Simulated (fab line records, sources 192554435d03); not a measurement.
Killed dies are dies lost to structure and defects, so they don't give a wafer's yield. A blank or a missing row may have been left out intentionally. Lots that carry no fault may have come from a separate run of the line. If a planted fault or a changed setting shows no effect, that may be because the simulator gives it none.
fab line records	flow n5-finfet
record: lots: 9	wafers: 25	last-day: 18
route steps=1938 shown BEOL_M3@950 BEOL_M4@1111
lots untouched by any fault: they come from a run of this same line in which no faults occurred
start-h: start of the lot's first displayed wafer, in hours after the record's first day	wait-h: hours elapsed since this lot's preceding step	" unchanged from the row above	L1.1+2: a row that stands for several wafers	- no value, or no start given	* or withheld: withheld	< > ~ a bound
route shown NAME@n: names a module that has steps shown in the file, with the first one's number in the route	usual: mean and standard deviation over wafers with no fault	same: alike in all rows	chamber/n: place in a boat	sites: readings site by site	_std_site: how widely they spread, as a standard deviation	_edge_site: inner sites' mean taken away from outer sites' mean	radius-mm: for every site, how far away it sits from the centre of the wafer	mask NAME#n: copy n	behind: the last tool/chamber to shape the wafer	hold: why the lot went on hold/how many hours it stayed there/how the hold came to an end	device: names the non-switching transistor (n, p or np)	end of line: at the end of the route, the tests of the same wafers	a step given without rows: its recipe and nothing more	killed: not the wafer's yield, but the dies lost to structure and defects at the first sort	map: shows each die of a wafer: x if killed, . if not, _ if none is there
set.NAME: the setting as run; set.NAME@STEP: as run at that earlier step	model.NAME: the simulator's own value behind a step, which no gauge read
a sample of lots followed through the steps of the route, with each step as a table and each wafer as a row
services: when a tool's chamber went out of use (start-h, in hours from the record's first day, below 0 if earlier), for how many hours, and the reason
== steps ==
step: N5_BEOL_M3_ETCH_64
recipe: chemistry: N2/H2	target: SOC	target-depth-a: 750	overetch-a: 150	mask-material: SiARC	temp-c: 40	time-s: 112.5	ion-energy-ev: 200	pressure-mtorr: 30	source-w: 840	bias-w: 150	n2-flow-sccm: 200	h2-flow-sccm: 200
usual: drypump-motor-current-A: 5.7/0.41	oes-product-au: 0.66/0.061	rf-vpp-V: 524.8/1.9	showerhead-plenum-p-Torr: 2.57/0.069	throttle-valve-pct: 17.78/0.24
lot.wafer	tool	chamber	start-h	wait-h	drypump-motor-current-A	oes-product-au	rf-hours-counter-h	rf-vpp-V	showerhead-plenum-p-Torr	throttle-valve-pct
L936.1	rie-diel-04	0	142.39	0.0	5.9	0.62	126	523.3	2.54	17.56
L936.3	"	2	"	"	6.4	0.70	39	525.6	2.60	17.98
L936.6	"	2	"	"	6.4	0.70	-	525.3	2.60	18.00
L939.1	rie-diel-04	2	177.96	0.0	6.4	0.70	46	526.2	2.60	18.00
L939.3	"	0	"	"	5.9	0.60	137	524.8	2.54	17.59
L939.6	"	1	"	"	5.4	0.74	-	520.1	2.49	17.68
L941.1	rie-diel-05	0	180.81	0.0	6.2	0.59	167	527.0	2.65	18.17
L941.3	"	2	"	"	5.5	0.72	37	525.3	2.60	17.66
L941.4	"	1	"	"	5.6	0.60	151	523.0	2.53	17.68
L946.2	rie-diel-04	3	208.08	0.0	5.7	0.68	46	525.1	2.61	17.99
L946.3	"	0	"	"	5.9	0.60	146	525.1	2.53	17.60
L946.5	"	2	"	"	6.4	0.68	-	525.8	2.59	18.01
L948.1	rie-diel-02	0	229.25	0.0	5.4	0.74	14	529.3	2.74	17.62
L948.3	"	1	"	"	4.9	0.76	5	525.6	2.60	17.45
L948.4	"	3	"	"	5.2	0.56	185	525.7	2.65	18.18
L952.1	rie-diel-04	1	255.66	0.0	5.4	0.70	32	523.0	2.48	17.71
L952.5	"	0	"	"	5.9	0.60	-	525.1	2.53	17.62
L955.2	rie-diel-02	0	264.25	0.0	5.4	0.72	27	527.5	2.73	17.64
L955.6	"	0	"	"	5.4	0.71	-	527.2	2.73	17.62
L958.1	rie-diel-02	2	283.25	0.0	5.6	0.58	188	524.0	2.52	17.57
L958.5	"	1	"	"	4.9	0.72	-	526.6	2.59	17.50
L958.6	"	0	"	"	5.4	0.71	-	527.4	2.73	17.66
L959.1	rie-diel-02	3	292.98	0.0	5.2	0.55	203	526.9	2.64	18.22
L959.2	"	1	"	"	4.9	0.72	26	526.2	2.59	17.47
L959.3	"	2	"	"	5.6	0.58	191	523.6	2.52	17.58
step: N5_BEOL_M3_ETCHBACK_99
recipe: chemistry: CHF3	target: SiO2	target-depth-a: 50	time-s: 10.4	source-w: 215	bias-w: 47	Ar_flow_sccm: 200	CHF3_flow_sccm: 12	ion-energy-ev: 100	pressure-mtorr: 30
usual: drypump-motor-current-A: 5.6/0.39	oes_ar_750_au: 0.83/0.079	oes-product-au: 0.83/0.085	rf-vpp-V: 241.8/2.8	showerhead-plenum-p-Torr: 2.18/0.051	throttle-valve-pct: 17.00/0.22
lot.wafer	tool	chamber	start-h	wait-h	drypump-motor-current-A	oes_ar_750_au	oes-product-au	rf-hours-counter-h	rf-vpp-V	showerhead-plenum-p-Torr	throttle-valve-pct
L936.1	rie-diel-05	0	148.22	4.9	6.2	0.75	0.75	159	242.9	2.24	17.36
L936.3	"	1	"	"	5.6	0.76	0.77	142	238.5	2.17	17.07
L936.6	"	0	"	"	6.2	0.75	0.75	-	244.5	2.24	17.33
L939.1	rie-diel-05	2	179.22	0.2	5.5	0.88	0.89	36	240.6	2.18	16.86
L939.3	"	1	"	"	5.6	0.76	0.76	151	239.9	2.17	17.07
L939.6	"	1	"	"	5.6	0.76	0.75	-	241.3	2.17	17.09
L941.1	rie-diel-04	3	184.89	3.1	5.7	0.86	0.87	38	245.9	2.20	17.13
L941.3	"	2	"	"	6.4	0.87	0.89	48	242.5	2.19	17.09
L941.4	"	1	"	"	5.4	0.94	0.94	11	242.0	2.10	16.76
L946.2	rie-diel-02	2	217.11	7.8	5.6	0.74	0.74	172	238.1	2.13	16.86
L946.3	"	1	"	"	4.9	0.97	0.98	2	238.4	2.20	16.72
L946.5	"	3	"	"	5.2	0.70	0.70	-	244.9	2.24	17.35
L948.1	rie-diel-02	3	235.77	5.1	5.2	0.70	0.70	187	244.5	2.24	17.35
L948.3	"	1	"	"	4.9	0.92	0.95	8	238.0	2.20	16.73
L948.4	"	3	"	"	5.1	0.70	0.70	-	245.9	2.24	17.35
L952.1	rie-diel-05	2	258.30	1.6	5.5	0.85	0.85	64	238.8	2.17	16.91
L952.5	"	3	"	"	5.6	0.88	0.88	-	241.7	2.12	16.97
L955.2	rie-diel-05	0	267.74	2.4	6.2	0.73	0.71	198	244.1	2.23	17.42
L955.6	"	1	"	"	5.6	0.73	0.73	-	240.1	2.15	17.11
L958.1	rie-diel-05	0	284.81	0.3	6.2	0.72	0.71	205	243.0	2.23	17.44
L958.5	"	2	"	"	5.5	0.83	0.84	-	239.7	2.17	16.93
L958.6	"	1	"	"	5.6	0.73	0.72	-	239.1	2.15	17.15
L959.1	rie-diel-04	2	302.18	8.1	6.4	0.82	0.82	85	243.4	2.18	17.16
L959.2	"	0	"	"	5.9	0.75	0.73	172	237.1	2.16	17.03
L959.3	"	3	"	"	5.7	0.81	0.82	73	246.0	2.19	17.19
step: N5_BEOL_M3_ETCH_70
recipe: chemistry: N2/H2	target: SOC	target-depth-a: 800	overetch-a: 160	mask-material: SiARC	temp-c: 40	time-s: 120	ion-energy-ev: 200	pressure-mtorr: 30	source-w: 840	bias-w: 150	n2-flow-sccm: 200	h2-flow-sccm: 200
usual: drypump-motor-current-A: 5.6/0.39	oes-product-au: 0.64/0.063	rf-vpp-V: 524.7/2	run-length-s: 143.3/0.34	showerhead-plenum-p-Torr: 2.58/0.073	throttle-valve-pct: 17.75/0.25
lot.wafer	tool	chamber	start-h	wait-h	drypump-motor-current-A	oes-product-au	rf-hours-counter-h	rf-vpp-V	run-length-s	showerhead-plenum-p-Torr	throttle-valve-pct
L936.1	rie-diel-05	0	148.26	0.0	6.2	0.58	159	527.0	143.1	2.65	18.13
L936.3	"	1	"	"	5.6	0.57	142	524.8	143.4	2.53	17.64
L936.6	"	0	"	"	6.2	0.57	-	526.3	143.5	2.65	18.15
L939.1	rie-diel-05	2	179.26	0.0	5.5	0.69	36	523.4	142.8	2.60	17.67
L939.3	"	1	"	"	5.6	0.57	151	523.1	143.5	2.53	17.66
L939.6	"	1	"	"	5.6	0.57	-	521.7	143.6	2.53	17.65
L941.1	rie-diel-04	3	184.93	0.0	5.7	0.67	38	524.6	142.7	2.61	17.97
L941.3	"	2	"	"	6.4	0.67	48	525.2	143.1	2.60	17.99
L941.4	"	1	"	"	5.3	0.72	11	520.9	143.3	2.49	17.66
L946.2	rie-diel-02	2	217.14	0.0	5.6	0.57	173	524.1	143.2	2.53	17.54
L946.3	"	1	"	"	4.9	0.75	2	525.6	143.9	2.60	17.43
L946.5	"	3	"	"	5.2	0.54	-	528.4	143.7	2.65	18.18
L948.1	rie-diel-02	3	235.80	0.0	5.1	0.54	187	526.4	143.9	2.65	18.20
L948.3	"	1	"	"	4.9	0.73	8	525.6	143.6	2.60	17.46
L948.4	"	3	"	"	5.2	0.54	-	525.4	143.6	2.65	18.18
L952.1	rie-diel-05	2	258.34	0.0	5.5	0.66	64	525.2	142.7	2.59	17.73
L952.5	"	3	"	"	5.6	0.87	-	521.8	110.1	2.46	17.40
L955.2	rie-diel-05	0	267.78	0.0	6.2	0.72	199	527.0	109.9	2.63	18.23
L955.6	"	1	"	"	5.6	0.56	-	522.5	143.6	2.52	17.71
L958.1	rie-diel-05	0	284.85	0.0	6.2	0.55	205	526.8	143.1	2.63	18.20
L958.5	"	2	"	"	5.5	0.83	-	526.0	109.2	2.59	17.76
L958.6	"	1	"	"	5.6	0.56	-	522.3	143.5	2.51	17.73
L959.1	rie-diel-04	2	302.21	0.0	6.4	0.63	85	524.5	143.0	2.58	18.06
L959.2	"	0	"	"	5.9	0.57	173	524.3	143.4	2.52	17.65
L959.3	"	3	"	"	5.7	0.63	73	524.1	142.7	2.60	18.03
step: N5_BEOL_M3_VIA_ETCH_34
recipe: chemistry: C4F6/O2	target-depth-a: 694	mask-material: SOC	pressure-mtorr: 15	ion-energy-ev: 250	taper-deg: 4	time-s: 65.9	source-w: 350	bias-w: 170	Ar_flow_sccm: 300	C4F6_flow_sccm: 10	O2_flow_sccm: 10
usual: O2_flow_sccm: 10.00/0.034	drypump-motor-current-A: 5.6/0.39	oes_ar_750_au: 0.83/0.078	oes-product-au: 0.83/0.084	rf-vpp-V: 668/7.4	run-length-s: 89.3/0.35	showerhead-plenum-p-Torr: 2.88/0.065	throttle-valve-pct: 30.71/0.27
lot.wafer	tool	chamber	start-h	wait-h	O2_flow_sccm	drypump-motor-current-A	oes_ar_750_au	oes-product-au	rf-hours-counter-h	rf-vpp-V	run-length-s	showerhead-plenum-p-Torr	throttle-valve-pct
L936.1	rie-diel-05	0	148.36	0.0	9.97	6.2	0.75	0.75	159	672	88.9	2.96	31.00
L936.3	"	1	"	"	9.95	5.6	0.77	0.77	142	664	89.7	2.86	30.86
L936.6	"	0	"	"	9.95	6.2	0.75	0.75	-	673	89.4	2.96	31.01
L939.1	rie-diel-05	2	179.36	0.0	10.03	5.5	0.88	0.89	37	663	88.6	2.88	30.53
L939.3	"	1	"	"	10.00	5.6	0.76	0.76	151	662	89.0	2.86	30.87
L939.6	"	1	"	"	10.01	5.6	0.76	0.75	-	662	89.3	2.86	30.86
L941.1	rie-diel-04	3	185.03	0.0	10.00	5.7	0.85	0.86	38	681	88.5	2.90	30.98
L941.3	"	2	"	"	10.00	6.4	0.86	0.88	48	674	89.2	2.90	30.94
L941.4	"	1	"	"	10.00	5.4	0.94	0.94	11	670	89.2	2.77	30.52
L946.2	rie-diel-02	2	217.24	0.0	9.98	5.6	0.74	0.73	173	662	89.8	2.82	30.30
L946.3	"	1	"	"	10.01	4.9	0.96	0.98	2	659	90.3	2.90	30.44
L946.5	"	3	"	"	9.99	5.2	0.70	0.71	-	677	89.9	2.95	31.08
L948.1	rie-diel-02	3	235.90	0.0	9.99	5.1	0.70	0.69	188	678	89.5	2.95	31.08
L948.3	"	1	"	"	9.97	4.9	0.94	0.94	8	659	89.4	2.90	30.43
L948.4	"	3	"	"	9.96	5.1	0.70	0.69	-	678	89.6	2.95	31.08
L952.1	rie-diel-05	2	258.44	0.0	10.02	5.5	0.84	0.85	64	662	89.0	2.87	30.55
L952.5	"	3	"	"	10.00	5.6	0.88	0.87	-	668	89.5	2.80	30.84
L955.2	rie-diel-05	0	267.88	0.0	9.98	6.2	0.73	0.72	199	669	89.4	2.94	31.03
L955.6	"	1	"	"	10.08	5.6	0.73	0.73	-	662	89.1	2.85	30.89
L958.1	rie-diel-05	0	284.95	0.0	9.99	6.2	0.73	0.71	205	672	89.1	2.94	31.03
L958.5	"	2	"	"	10.06	5.5	0.83	0.83	-	663	89.0	2.86	30.58
L958.6	"	1	"	"	9.93	5.6	0.72	0.73	-	663	89.0	2.84	30.90
L959.1	rie-diel-04	2	302.31	0.0	10.00	6.4	0.83	0.83	85	675	89.2	2.88	30.98
L959.2	"	0	"	"	10.04	5.9	0.74	0.74	173	656	89.6	2.85	30.65
L959.3	"	3	"	"	10.00	5.7	0.81	0.82	73	682	88.4	2.89	31.04
step: N5_BEOL_M4_RC_MEAS_101
usual: DIBL_N: 35.7/1.5	DIBL_P: 35.7/2	IOFF_N: 0.155/0.026	IOFF_P: 0.20/0.031	ION_N: 675/11	ION_P: 462/7.1	SS_N: 71.3/0.57	SS_P: 73.1/0.56	VT_N: 250/3	VT_P: -251/3
lot.wafer	tool	chamber	start-h	wait-h	DIBL_N[mV/V]	DIBL_P[mV/V]	IOFF_N[nA/um]	IOFF_P[nA/um]	ION_N[uA/um]	ION_P[uA/um]	SS_N[mV/dec]	SS_P[mV/dec]	VT_N[mV]	VT_P[mV]
L936.1	prober-02	0	175.87	0.0	36.7	36.3	0.153	0.21	667	459	71.6	72.7	251	-252
L936.3	"	0	"	"	37.2	36.8	0.171	0.23	673	459	71.7	73.6	250	-249
L936.6	"	0	"	"	35.3	34.4	0.142	0.18	666	461	71.2	72.6	252	-251
L939.1	prober-01	0	195.18	0.0	33.4	31.3	0.106	0.17	662	458	70.5	72.4	255	-253
L939.3	"	0	"	"	34.5	33.0	0.128	0.19	681	469	71.2	73.6	252	-251
L939.6	"	0	"	"	38.2	37.4	0.184	0.25	683	470	72.4	74.7	248	-248
L941.1	prober-01	0	198.41	0.0	32.8	32.8	0.124	0.17	669	460	71.5	72.4	251	-251
L941.3	"	0	"	"	30.9	30.8	0.101	0.14	638	444	69.9	71.8	256	-255
L941.4	"	0	"	"	34.8	34.6	0.152	0.19	676	460	71.7	72.7	247	-252
L946.2	prober-01	0	232.45	0.2	34.5	35.2	0.134	0.16	678	463	71.0	72.7	251	-255
L946.3	"	0	"	"	37.3	38.2	0.171	0.20	684	462	72.0	74.3	247	-254
L946.5	"	0	"	"	37.2	37.7	0.164	0.20	682	461	71.2	74.1	250	-252
L948.1	prober-01	0	252.89	0.0	35.4	35.9	0.176	0.23	693	478	71.7	73.7	246	-247
L948.3	"	0	"	"	34.8	35.0	0.153	0.21	682	471	70.9	73.1	249	-248
L948.4	"	0	"	"	34.9	34.9	0.155	0.21	678	470	70.7	73.3	248	-250
L952.1	prober-01	0	277.73	0.0	36.7	36.3	0.157	0.21	682	472	72.4	72.9	248	-248
L952.5	"	0	"	"	37.1	36.7	0.169	0.23	677	467	71.9	73.5	246	-247
L955.2	prober-01	0	286.19	0.2	35.6	34.8	0.132	0.22	675	476	71.3	73.2	254	-248
L955.6	"	0	"	"	36.3	35.8	0.146	0.22	679	468	71.5	72.6	250	-249
L958.1	prober-01	0	311.54	0.0	35.2	36.7	0.138	0.18	667	453	70.6	72.6	251	-255
L958.5	"	0	"	"	36.4	38.0	0.163	0.20	666	459	71.1	73.1	246	-252
L958.6	"	0	"	"	37.0	39.4	0.172	0.22	676	464	71.1	73.1	249	-251
L959.1	prober-02	0	320.07	0.0	36.7	38.3	0.173	0.21	680	466	72.6	73.2	247	-251
L959.2	"	0	"	"	37.4	38.4	0.189	0.22	674	461	71.5	73.3	246	-251
L959.3	"	0	"	"	35.5	37.9	0.159	0.21	683	462	72.3	72.8	249	-250
== services ==
tool	chamber	start-h	hours	kind
rie-diel-04	2	143.32	5.9	repair
rie-diel-04	-	144.48	0.2	repair
rie-diel-02	2	145.20	5.7	repair
rie-diel-02	0	162.78	-	clean
rie-diel-02	0	162.78	-	consumable-replace:focus-ring
rie-diel-02	0	162.78	-	consumable-replace:showerhead
rie-diel-02	0	162.78	20.6	scheduled-down
rie-diel-02	0	162.78	20.6	vent-cycle
rie-diel-02	-	174.67	14.6	pm
rie-diel-02	1	189.27	-	clean
rie-diel-02	1	189.27	-	consumable-replace:focus-ring
rie-diel-02	1	189.27	21.8	scheduled-down
rie-diel-02	1	189.27	21.8	vent-cycle
rie-diel-02	0	190.78	2.9	repair
rie-diel-02	3	201.95	4.0	repair
rie-diel-05	3	210.20	15.3	repair
rie-diel-02	3	264.08	11.4	repair
rie-diel-02	-	271.71	2.8	pm
rie-diel-02	-	300.28	4.0	repair
== key ==
first-sign: step: N5_BEOL_M3_ETCH_70	reading: run-length-s	direction: down	sigmas: 99+	usual: *	struck: *
effect: step: N5_BEOL_M3_ETCH_70	reading: oes-product-au	direction: up	sigmas: 2.8	usual: 0.64	struck: 0.81
met-at N5_BEOL_M3_ETCH_70
struck-lots L952,L955,L958
struck-wafers L952.5,L955.2,L958.5
not-acting-at N5_BEOL_M3_ETCH_64,N5_BEOL_M3_ETCHBACK_99,N5_BEOL_M3_VIA_ETCH_34
onset-between 179.26 258.34
fault: kind: process-parameter-drift	tool: rie-diel-05	chamber: -	onset-h: 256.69	steps: N5_BEOL_M3_ETCH_70	channel: time-s	offset: *	shape: step	end-h: 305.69	scope: struck-wafers-only	acts-in: *	stated: *
